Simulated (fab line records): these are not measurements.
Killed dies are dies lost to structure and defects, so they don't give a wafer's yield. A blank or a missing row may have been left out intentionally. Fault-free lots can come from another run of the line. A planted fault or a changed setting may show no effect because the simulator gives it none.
A struck lot beside a sound one :: flow n5-finfet :: 18 out of 1938 route steps
Sound: wafers L332.2, L332.3, L332.6. Struck: wafer L319.2 (left out: L319.4, L319.5 of the same lot, which were not struck); the cause appears at the end.
At each step with rows: each side's tool, then ch and its chambers, then its first start. Under that, the readings that differ: sound wafers :: struck wafers :: difference of the means :: sigmas: that difference in standard deviations of wafers without a fault.
alike: a reading whose means differ by less than 2 such deviations, as well as words and numbers matching on both sides. not compared: withheld readings; readings where some wafer has no value; bounds like >300 that might hide an equal value; numbers whose values overlap and for which the record gives no deviation.
A row with sigmas, a row that says differs or no value, or rows on one side alone: a step with any of these is where the two part. When numbers do not overlap yet have no deviation, they are printed without sigmas and do not part them. A reading missing from all wafers of one side parts the sides only when that side holds two or more wafers.

N5_BEOL_M14_ETCH_68: etches SOC in N2/H2, time 450 s.
  sound on rie-diel-04 ch 0,1,3, day 16 13:23; struck on rie-diel-01 ch 3, day 13 20:25
reading: drypump-motor-current-A (A)
sound: 5.8 5.7 6.4
struck: 4.9
difference: -1.1
sigmas: -2
  alike: oes-product-au, rf-vpp-V, showerhead-plenum-p-Torr, throttle-valve-pct
  not compared: rf-hours-counter-h
then, 3 steps without rows for these wafers: N5_BEOL_M14_STRIP_69 (strips in N2/H2); N5_BEOL_M14_TRENCH_ETCH_34 (etches SiO2 in C4F8/O2/Ar, target depth 556.65 nm, time 126.9 s); N5_BEOL_M14_STRIP_70 (strips in C4F8/O2/Ar).
N5_BEOL_M14_OCD_MEAS_35:
  sound on ocd-01 at day 16 13:49; struck on ocd-02 at day 13 20:51
  alike: trench-depth-nm
then, 5 steps without rows for these wafers: N5_BEOL_M14_STRIP_37 (strips in O2); N5_BEOL_M14_ETCH_38 (etches SiCN in CF4/N2, target depth 106.5 nm, time 120.6 s); N5_BEOL_M14_PRECLEAN_39 (cleans in residue remover, time 60 s); N5_BEOL_M14_SRD_40 (time 30 s, dry time 30 s); N5_BEOL_M14_DEGAS_41 (time 60 s).
N5_BEOL_M14_PRE_CLEAN_42: time 30 s.
  sound on pvd-sputter-02 at day 16 15:52; struck on pvd-sputter-03 at day 14 04:04
  alike: heater-power-w
N5_BEOL_M14_SPUTTER_43: material TaN, target thk 15 nm, time 24.19 s.
  sound on pvd-sputter-02 at day 16 15:54; struck on pvd-sputter-03 at day 14 04:06
  alike: bias-v, cathode-dc-power-W, substrate-temp-c, throttle-valve-pct
N5_BEOL_M14_SPUTTER_44: material Ta, target thk 15 nm, time 24.19 s.
  sound on pvd-sputter-02 at day 16 15:59; struck on pvd-sputter-03 at day 14 04:11
reading: cathode-dc-power-W (W)
sound: 15004 15004 15002
struck: 11186
difference: -3817
sigmas: -99 or more

reading: model.Ta_of_BEOL_M14_SPUTTER_44.thk-nm (nm)
sound: 14.8 15 14.8
struck: 11.4
difference: -3.5
sigmas: 
  alike: bias-v, substrate-temp-c, throttle-valve-pct
N5_BEOL_M14_SPUTTER_45: material Cu, target thk 100 nm, time 16.67 s.
  sound on pvd-sputter-02 at day 16 16:04; struck on pvd-sputter-03 at day 14 04:16
  alike: bias-v, cathode-dc-power-W, chuck-sensor-temp-C, substrate-temp-c, throttle-valve-pct
then, 1 step without rows for these wafers: N5_BEOL_M14_ECD_47 (material Cu, target thk 1248 nm).
N5_BEOL_M14_ANNEAL_48: time 90 s.
  sound on rtp-anneal-01 ch 0, day 16 16:25; struck on rtp-anneal-01 ch 0, day 14 04:37
  alike: wafer_temp_C_max
N5_BEOL_M14_CMP_49: polishes, stops on SiO2, t overpolish 5.2 s, target thk 560 nm.
  sound on cmp-04 ch 0,1,3, day 16 16:42; struck on cmp-01 ch 1, day 14 04:52
reading: barrier-field-endpoint-s (s)
sound: 11.37 11.31 11.62
struck: 10.54
difference: -0.89
sigmas: -3
  alike: motor-current-A, platen-rpm
N5_BEOL_M14_THK_MEAS_50: measures by xrf.
  sound on film-metro-02 at day 16 16:58; struck on film-metro-02 at day 14 05:10
  alike: M14_THK

WHERE THEY PART
At N5_BEOL_M14_ETCH_68 first; at N5_BEOL_M14_CMP_49 last (within this record only). Later steps at which nothing parts them and some readings are alike: N5_BEOL_M14_THK_MEAS_50.

WHY: whatever the simulator had introduced
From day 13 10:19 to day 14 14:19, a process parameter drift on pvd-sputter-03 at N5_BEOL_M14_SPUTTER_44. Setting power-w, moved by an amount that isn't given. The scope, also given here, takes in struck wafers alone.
